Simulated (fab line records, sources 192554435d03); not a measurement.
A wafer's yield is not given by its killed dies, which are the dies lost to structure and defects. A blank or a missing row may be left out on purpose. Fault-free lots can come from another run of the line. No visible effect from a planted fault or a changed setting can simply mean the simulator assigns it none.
Struck lot and sound lot, side by side ; flow n5_finfet ; 26 out of 1938 route steps
Sound: these wafers, L312.2, L312.3, L312.5. Struck: wafers L322.2, L322.5, L322.6. At the end, the cause is stated.
At each step with rows: each side's tool, then ch and its chambers, then its first start. Under that, the readings that differ: sound wafers ; struck wafers ; difference of the means ; sigmas: that difference in standard deviations of wafers without a fault.
alike: words and numbers the same on both sides, and readings whose means are apart by under 2 such deviations; not compared: readings that were withheld, readings missing a value for some wafer, numbers with overlapping values and no deviation given by the record, and bounds like >300 which may hide the same value.
The two part at a step that has a row with sigmas, a row that says differs or no value, or rows on one side only. Numbers that have no deviation but don't overlap get no sigmas and don't part them. A reading that every wafer of one side lacks parts them only if that side has two wafers or more.

N5_BEOL_M2_PRE_CLEAN_60: time 15 s.
  sound on cvd_co-02 ch 0,1,2, day 7 14:37; struck on cvd_co-02 ch 0,1, day 11 03:44
  alike: heater_power_w
then, 2 steps without rows for these wafers: N5_BEOL_M2_CO_CAP_55 (material Co, precursor CCTBA/H2, target thk 2 nm, time 102.1 s); N5_BEOL_M2_PRE_CLEAN_56 (time 15 s).
N5_BEOL_M2_DEP_57: deposits SiCN from 3MS/NH3, target thk 8 nm, time 14 s.
  sound on pecvd-03 ch 0,2, day 7 14:46; struck on pecvd-02 ch 0,1,2, day 11 03:53
  alike: showerhead_plenum_p_Torr, throttle_valve_pct
N5_BEOL_M2_RS_MEAS_58: a four-point-probe measurement.
  sound on film_metro-01 at day 7 14:50; struck on film_metro-01 at day 11 03:58
  alike: M2_RS
N5_BEOL_M2_INSPECT_59: inspects for defects (darkfield).
  sound on defect_inspect-02 at day 7 14:52; struck on defect_inspect-02 at day 11 03:59
reading;sound;struck;difference;sigmas
raw_defect_count;67 62 31;131 160 82;+71;+3
then, 1 step without rows for these wafers: N5_BEOL_M3_ILD_DEP_00 (deposits SiOC from DEMS/O2, target thk 79 nm, time 15.3 s).
N5_BEOL_M3_THK_MEAS_01:
  sound on film_metro-02 at day 7 14:58; struck on film_metro-01 at day 11 04:05
  alike: M3_ILD_THK
then, 1 step without rows for these wafers: N5_BEOL_M3_PECVD_72 (deposits SiO2 from TEOS/O2, target thk 16 nm, time 18 s).
N5_BEOL_M3_HM_DEP_02: deposits TiN, target thk 20 nm.
  sound on pvd_sputter-01 at day 7 15:21; struck on pvd_sputter-02 at day 11 04:11
  alike: throttle_valve_pct
then, 2 steps without rows for these wafers: N5_BEOL_M3_COAT_61 (time 60 s, resist thk 60 nm); N5_BEOL_M3_COAT_62 (time 60 s, resist thk 12 nm).
N5_BEOL_M3_COAT_73: time 60 s, resist thk 5 nm.
  sound on litho_track-02 ch 0, day 7 15:29; struck on litho_track-03 ch 0, day 11 04:19
reading;sound;struck;difference;sigmas
dispense_pressure_kPa (kPa);50.5 50.5 50.5;55.6 55.7 55.7;+5.2;+3
spin_speed_rpm (rpm);1500.7 1499.2 1500.2;1438.0 1437.9 1437.9;-62.1;-63
then, 6 steps without rows for these wafers: N5_BEOL_M3_COAT_05 (resist thk 30 nm); N5_BEOL_M3_EBR_07; N5_BEOL_M3_SOFTBAKE_06 (time 60 s); N5_BEOL_M3_EXPOSE_08 (exposes mask M3); N5_BEOL_M3_PEB_09 (peb time 60 s); N5_BEOL_M3_DEVELOP_10 (develop time 30 s).
N5_BEOL_M3_CD_MEAS_11: the cd target is 17.05 nm.
  sound on cd_sem-01 ch 0, day 7 15:52; struck on cd_sem-03 ch 0, day 11 04:34
  alike: cd_nm
N5_BEOL_M3_OVL_MEAS_12:
  sound on overlay-01 ch 0, day 7 15:54; struck on overlay-02 ch 0, day 11 04:36
  alike: M3_OVL
N5_BEOL_M3_INSPECT_13: inspects for defects (brightfield).
  sound on defect_inspect-02 at day 7 15:57; struck on defect_inspect-01 at day 11 04:40
  alike: raw_defect_count
N5_BEOL_M3_DESCUM_16: chemistry O2, time 7 s.
  sound on rie_diel-02 ch 0,1, day 7 16:11; struck on rie_diel-04 ch 1,2, day 11 04:41
  alike: drypump_motor_current_A, oes_product_au, rf_vpp_V, showerhead_plenum_p_Torr, throttle_valve_pct
  not compared: rf_hours_counter_h
N5_BEOL_M3_ETCH_74: etches underlayer in N2/H2, target depth 6.5 nm, time 5.2 s.
  sound on rie_diel-02 ch 0,1, day 7 16:13; struck on rie_diel-04 ch 1,2, day 11 04:43
reading;sound;struck;difference;sigmas
model.etch.depth_nm (nm);5.009 5.001 5.005;5.12 5.103 5.108;+0.11;
  alike: drypump_motor_current_A, etch_rf_on_time_s, oes_product_au, rf_vpp_V, showerhead_plenum_p_Torr, throttle_valve_pct
  not compared: rf_hours_counter_h
N5_BEOL_M3_ETCH_63: etches SiARC in CF4, target depth 15.6 nm, time 26 s.
  sound on rie_diel-02 ch 0,1, day 7 16:14; struck on rie_diel-04 ch 1,2, day 11 04:44
  alike: drypump_motor_current_A, etch_rf_on_time_s, oes_product_au, rf_vpp_V, showerhead_plenum_p_Torr, throttle_valve_pct
  not compared: rf_hours_counter_h
N5_BEOL_M4_RC_MEAS_101:
  sound on prober-02 ch 0, day 9 00:58; struck on prober-02 ch 0, day 13 03:47
reading;sound;struck;difference;sigmas
IOFF_P (nA/um);0.28 0.26 0.22;0.18 0.17 0.18;-0.08;-2
ION_P (uA/um);491 473 479;463 454 466;-20;-2
VT_P (mV);-242 -244 -245;-253 -255 -254;-10;-3
  alike: DIBL_N, DIBL_P, IOFF_N, ION_N, SS_N, SS_P, VT_N

== WHERE THEY PART ==
First at N5_BEOL_M2_INSPECT_59; last, within this record, at N5_BEOL_M4_RC_MEAS_101.

WHY: the cause the simulator had injected
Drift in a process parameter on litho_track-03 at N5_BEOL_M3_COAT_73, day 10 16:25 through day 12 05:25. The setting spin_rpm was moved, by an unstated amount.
